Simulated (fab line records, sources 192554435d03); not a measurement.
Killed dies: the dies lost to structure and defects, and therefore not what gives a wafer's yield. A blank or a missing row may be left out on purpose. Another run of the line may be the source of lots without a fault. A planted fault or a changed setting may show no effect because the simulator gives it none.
Struck lot and sound lot, side by side + flow n5Finfet + 38 out of 1938 route steps
Sound: wafers L984.1, L984.4, L984.6. Struck: wafers L997.1, L997.5. (L997.4 of the same lot was not struck and is left out.) The cause comes at the end.
For every step that has rows: the tool of each side, followed by ch and its chambers, followed by its first start. Under that, the readings that differ: sound wafers + struck wafers + difference of the means + sigmas: that difference in standard deviations of wafers without a fault.
alike: readings whose means differ by less than 2 such deviations, and words and numbers that are the same on both sides. not compared: withheld readings, readings that some wafer has no value for, bounds like >300 that may hide the same value, and numbers for which the record gives no deviation and whose values overlap.
The two part at a step that has a row with sigmas, a row that says differs or no value, or rows on one side only. Non-overlapping numbers with no deviation appear without sigmas and do not part them. A reading missing from all wafers of one side parts the sides only when that side holds two or more wafers.

first, 9 steps without rows for these wafers: N5_BEOL_M4_ANNEAL_95 (time 240 s); N5_BEOL_M4_SPUTTER_96 (material Cu, target thk 4.5 nm, time 8.29 s); N5_BEOL_M4_ECD_50 (material Cu, target thk 300 nm); N5_BEOL_M4_ANNEAL_51 (time 90 s); N5_BEOL_M4_CMP_52 (polishes, stops on SiOC, t overpolish 6.8 s, target thk 40 nm); N5_BEOL_M4_PRE_CLEAN_60 (time 15 s); N5_BEOL_M4_CO_CAP_55 (material Co, precursor CCTBA/H2, target thk 2 nm, time 102.1 s); N5_BEOL_M4_PRE_CLEAN_56 (time 15 s); N5_BEOL_M4_DEP_57 (deposits SiCN from 3MS/NH3, target thk 8 nm, time 14 s).
N5_BEOL_M4_RC_MEAS_101:
  sound on prober-02 ch 0, day 9 23:37; struck on prober-02 ch 0, day 13 12:22
| reading       | sound          | struck    | difference | sigmas |
|---------------|----------------|-----------|------------|--------|
| SS_P (mV/dec) | 73.2 72.6 72.3 | 73.6 74.0 | +1.1       | +2     |
  alike: DIBL_N, DIBL_P, IOFF_N, IOFF_P, ION_N, ION_P, SS_N, VT_N, VT_P
then, 24 steps without rows for these wafers: N5_BEOL_M5_ILD_DEP_00 (deposits SiCOH lowk from DEMS/porogen, target thk 140.64 nm, time 25.9 s); N5_BEOL_M5_CURE_79 (cures SiCOH lowk, time 240 s); N5_BEOL_M5_PECVD_70 (deposits SiO2 from TEOS/O2, target thk 16 nm, time 18 s); N5_BEOL_M5_HM_DEP_02 (deposits TiN, target thk 20 nm); N5_BEOL_M5_COAT_59 (time 60 s, resist thk 60 nm); N5_BEOL_M5_COAT_60 (time 60 s, resist thk 12 nm); N5_BEOL_M5_COAT_71 (time 60 s, resist thk 5 nm); N5_BEOL_M5_COAT_05 (resist thk 30 nm); N5_BEOL_M5_EBR_07; N5_BEOL_M5_SOFTBAKE_06 (time 60 s); N5_BEOL_M5_EXPOSE_08 (exposes mask M5, target cd 28 nm); N5_BEOL_M5_PEB_09 (peb time 60 s); N5_BEOL_M5_DEVELOP_10 (develop time 30 s); N5_BEOL_M5_DESCUM_16 (chemistry O2, time 7 s); N5_BEOL_M5_ETCH_72 (etches underlayer in N2/H2, target depth 6.5 nm, time 5.2 s); N5_BEOL_M5_ETCH_61 (etches SiARC in CF4, target depth 15.6 nm, time 26 s); N5_BEOL_M5_ETCH_62 (etches SOC in N2/H2, target depth 75 nm, overetch 15 nm, time 112.5 s); N5_BEOL_M5_STRIP_63 (strips in N2/H2); N5_BEOL_M5_STRIP_73 (strips in N2/H2); N5_BEOL_M5_STRIP_64 (strips in CF4); N5_BEOL_M5_HM_OPEN_17 (chemistry Cl2/BCl3, target TiN, target depth 20 nm, overetch 6 nm); N5_BEOL_M5_STRIP_19 (strips in O2); N5_BEOL_M5_COAT_65 (time 60 s, resist thk 60 nm); N5_BEOL_M5_COAT_66 (time 60 s, resist thk 12 nm).
N5_BEOL_M8_ILD_DEP_00: deposits SiCOH lowk from DEMS/porogen, target thk 179.75 nm, time 33.4 s.
  sound on pecvd-04 ch 0,1,2, day 11 06:53; struck on pecvd-04 ch 1,2, day 14 14:04
| reading                                           | sound             | struck    | difference | sigmas |
|---------------------------------------------------|-------------------|-----------|------------|--------|
| model.SiCOH_lowk_of_BEOL_M8_ILD_DEP_00.thkNm (nm) | 178.8 179.2 179.8 | 304 313.4 | +129       |        |
  alike: heaterPowerW, showerheadPlenumPTorr, throttleValvePct
N5_BEOL_M8_THK_MEAS_01:
  sound: filmMetro-01 at day 11 07:28; struck: filmMetro-01 at day 14 14:39
| reading         | sound             | struck      | difference | sigmas |
|-----------------|-------------------|-------------|------------|--------|
| M8_ILD_THK (nm) | 154.0 154.6 155.0 | 264.0 272.4 | +113.7     | +52    |
N5_BEOL_M8_CMP_52: polishes, stops on SiCOH lowk, t overpolish 6.9 s, target thk 80 nm.
  sound on cmp-02 ch 0,1,3, day 11 18:23; struck on cmp-03 ch 1,2, day 14 23:06
| reading                                           | sound           | struck    | difference | sigmas |
|---------------------------------------------------|-----------------|-----------|------------|--------|
| model.SiCOH_lowk_of_BEOL_M8_ILD_DEP_00.thkNm (nm) | 151.2 151.6 152 | 261 269.4 | +114       |        |
  alike: motorCurrentA
-- here the record skips 3 days between the struck wafers' starts before and after, leaving off in module BEOL_M8 and picking up in module PASSIVATION (first step shown: number 1936 of the route) --
N5_PASSIVATION_PROBE_49:
  sound: prober-01 at day 14 07:58; struck: prober-02 at day 17 11:24
| reading                 | sound          | struck    | difference | sigmas      |
|-------------------------|----------------|-----------|------------|-------------|
| defectLimitedYield (%)  | 92.0 91.3 92.5 | 0 0       | -92        | -54         |
| killed_at_M4_up         | 12 11 8        | 1112 1083 | +1087      | +99 or more |
| killedDies              | 94 103 89      | 1180 1180 | +1085      | +54         |
| killedOnRim             | 14 12 10       | 152 152   | +140       | +31         |
| sort_bin_5_function (%) | 3.7 5.1 4.6    | 96.9 96.1 | +92.0      | +84         |
| sortNPass               | 1086 1077 1091 | 0 0       | -1085      | -54         |
| sortYieldPct (%)        | 92.0 91.3 92.5 | 0 0       | -92        | -54         |
  alike: killed_at_M0_to_M3, killedAtContacts, killedAtFrontEnd, killedAtOther, killedOpen, killedShort, sort_bin_6_memory, sort_bin_8_speed

== WHERE THEY PART ==
At N5_BEOL_M4_RC_MEAS_101 first; at N5_PASSIVATION_PROBE_49 last (within this record only).

WHY: whatever the simulator had introduced
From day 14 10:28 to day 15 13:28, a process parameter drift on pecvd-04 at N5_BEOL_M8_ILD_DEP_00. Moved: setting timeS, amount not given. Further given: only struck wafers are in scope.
